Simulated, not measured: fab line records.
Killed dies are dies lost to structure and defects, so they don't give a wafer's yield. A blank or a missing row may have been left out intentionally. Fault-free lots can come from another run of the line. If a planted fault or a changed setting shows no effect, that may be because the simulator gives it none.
Matching of chambers :: flow n5 finfet :: rie diel-03 running N5_BEOL_M1_STRIP_66: 4 sister chambers
The step strips in CF4. 22 wafers are shown with their chamber, then 11 later ones without.

## WAFERS PAIRED WITH THEIR CHAMBERS
wafer: L074.3
chamber: 3
showerhead plenum p Torr (Torr): 1.77
drypump motor current A (A): 5.3
throttle valve pct (%): 13.98

wafer: L074.4
chamber: 1
showerhead plenum p Torr (Torr): 1.87
drypump motor current A (A): 6.0
throttle valve pct (%): 13.75

wafer: L074.5
chamber: 3
showerhead plenum p Torr (Torr): 1.77
drypump motor current A (A): 5.3
throttle valve pct (%): 13.96

wafer: L075.2
chamber: 3
showerhead plenum p Torr (Torr): 1.77
drypump motor current A (A): 5.4
throttle valve pct (%): 14.00

wafer: L075.3
chamber: 0
showerhead plenum p Torr (Torr): 1.77
drypump motor current A (A): 6.6
throttle valve pct (%): 13.37

wafer: L075.5
chamber: 3
showerhead plenum p Torr (Torr): 1.77
drypump motor current A (A): 5.3
throttle valve pct (%): 13.99

wafer: L076.2
chamber: 0
showerhead plenum p Torr (Torr): 1.77
drypump motor current A (A): 6.7
throttle valve pct (%): 13.38

wafer: L076.4
chamber: 2
showerhead plenum p Torr (Torr): 1.73
drypump motor current A (A): 5.3
throttle valve pct (%): 13.65

wafer: L076.6
chamber: 0
showerhead plenum p Torr (Torr): 1.77
drypump motor current A (A): 6.6
throttle valve pct (%): 13.40

wafer: L078.3
chamber: 2
showerhead plenum p Torr (Torr): 1.73
drypump motor current A (A): 5.3
throttle valve pct (%): 13.65

wafer: L078.4
chamber: 1
showerhead plenum p Torr (Torr): 1.86
drypump motor current A (A): 5.9
throttle valve pct (%): 13.76

wafer: L078.5
chamber: 1
showerhead plenum p Torr (Torr): 1.86
drypump motor current A (A): 5.9
throttle valve pct (%): 13.76

wafer: L080.1
chamber: 0
showerhead plenum p Torr (Torr): 1.77
drypump motor current A (A): 6.6
throttle valve pct (%): 13.40

wafer: L080.2
chamber: 2
showerhead plenum p Torr (Torr): 1.73
drypump motor current A (A): 5.3
throttle valve pct (%): 13.66

wafer: L080.5
chamber: 2
showerhead plenum p Torr (Torr): 1.73
drypump motor current A (A): 5.3
throttle valve pct (%): 13.67

wafer: L083.2
chamber: 3
showerhead plenum p Torr (Torr): 1.77
drypump motor current A (A): 5.4
throttle valve pct (%): 14.01

wafer: L083.3
chamber: 1
showerhead plenum p Torr (Torr): 1.86
drypump motor current A (A): 6.0
throttle valve pct (%): 13.77

wafer: L083.6
chamber: 0
showerhead plenum p Torr (Torr): 1.77
drypump motor current A (A): 6.7
throttle valve pct (%): 13.41

wafer: L084.2
chamber: 0
showerhead plenum p Torr (Torr): 1.77
drypump motor current A (A): 6.6
throttle valve pct (%): 13.42

wafer: L084.3
chamber: 2
showerhead plenum p Torr (Torr): 1.73
drypump motor current A (A): 5.3
throttle valve pct (%): 13.68

wafer: L084.6
chamber: 2
showerhead plenum p Torr (Torr): 1.73
drypump motor current A (A): 5.3
throttle valve pct (%): 13.68

wafer: L086.4
chamber: 3
showerhead plenum p Torr (Torr): 1.77
drypump motor current A (A): 5.3
throttle valve pct (%): 13.46

SIGNATURES (means of the wafers above)
reading: showerhead plenum p Torr
chamber 0: 1.7700
chamber 1: 1.8625
chamber 2: 1.7300
chamber 3: 1.7700
scatter within a chamber: 0.00204

reading: drypump motor current A
chamber 0: 6.633
chamber 1: 5.950
chamber 2: 5.300
chamber 3: 5.333
scatter within a chamber: 0.0451

reading: throttle valve pct
chamber 0: 13.3967
chamber 1: 13.7600
chamber 2: 13.6650
chamber 3: 13.9000
scatter within a chamber: 0.115
Rule: a wafer's distance from a chamber is the root of the sum, over the readings, of the square of ((its reading less the chamber's mean) divided by the reading's scatter). If the next closest chamber is less than 2 further off than the closest, the wafer can't be placed; otherwise it belongs to the closest. How the scatter is found: for the shown wafers, subtract from each reading the mean of its chamber, square and add these, divide the total by (wafers less chambers), then take the root.

## WAFERS MISSING THEIR CHAMBER
wafer: L086.5
showerhead plenum p Torr (Torr): 1.77
drypump motor current A (A): 5.3
throttle valve pct (%): 13.45

wafer: L086.6
showerhead plenum p Torr (Torr): 1.73
drypump motor current A (A): 5.3
throttle valve pct (%): 13.70

wafer: L091.1
showerhead plenum p Torr (Torr): 1.76
drypump motor current A (A): 6.7
throttle valve pct (%): 13.46

wafer: L091.3
showerhead plenum p Torr (Torr): 1.73
drypump motor current A (A): 5.3
throttle valve pct (%): 13.71

wafer: L091.6
showerhead plenum p Torr (Torr): 1.76
drypump motor current A (A): 6.6
throttle valve pct (%): 13.43

wafer: L092.3
showerhead plenum p Torr (Torr): 1.85
drypump motor current A (A): 6.0
throttle valve pct (%): 13.82

wafer: L092.5
showerhead plenum p Torr (Torr): 1.85
drypump motor current A (A): 5.9
throttle valve pct (%): 13.82

wafer: L092.6
showerhead plenum p Torr (Torr): 1.73
drypump motor current A (A): 5.3
throttle valve pct (%): 13.72

wafer: L097.2
showerhead plenum p Torr (Torr): 1.85
drypump motor current A (A): 5.9
throttle valve pct (%): 13.84

wafer: L097.3
showerhead plenum p Torr (Torr): 1.72
drypump motor current A (A): 5.3
throttle valve pct (%): 13.76

wafer: L097.5
showerhead plenum p Torr (Torr): 1.72
drypump motor current A (A): 5.3
throttle valve pct (%): 13.73

## THE CHAMBER EACH PASSED THROUGH
wafer: L086.5
from the rows above: 3
in truth: 3

wafer: L086.6
from the rows above: 2
in truth: 2

wafer: L091.1
from the rows above: 0
in truth: 0

wafer: L091.3
from the rows above: 2
in truth: 2

wafer: L091.6
from the rows above: 0
in truth: 0

wafer: L092.3
from the rows above: 1
in truth: 1

wafer: L092.5
from the rows above: 1
in truth: 1

wafer: L092.6
from the rows above: 2
in truth: 2

wafer: L097.2
from the rows above: 1
in truth: 1

wafer: L097.3
from the rows above: 2
in truth: 2

wafer: L097.5
from the rows above: 2
in truth: 2
Placed correctly: 11 of 11. Left unplaced by these rows: 0. Wrongly placed: 0.
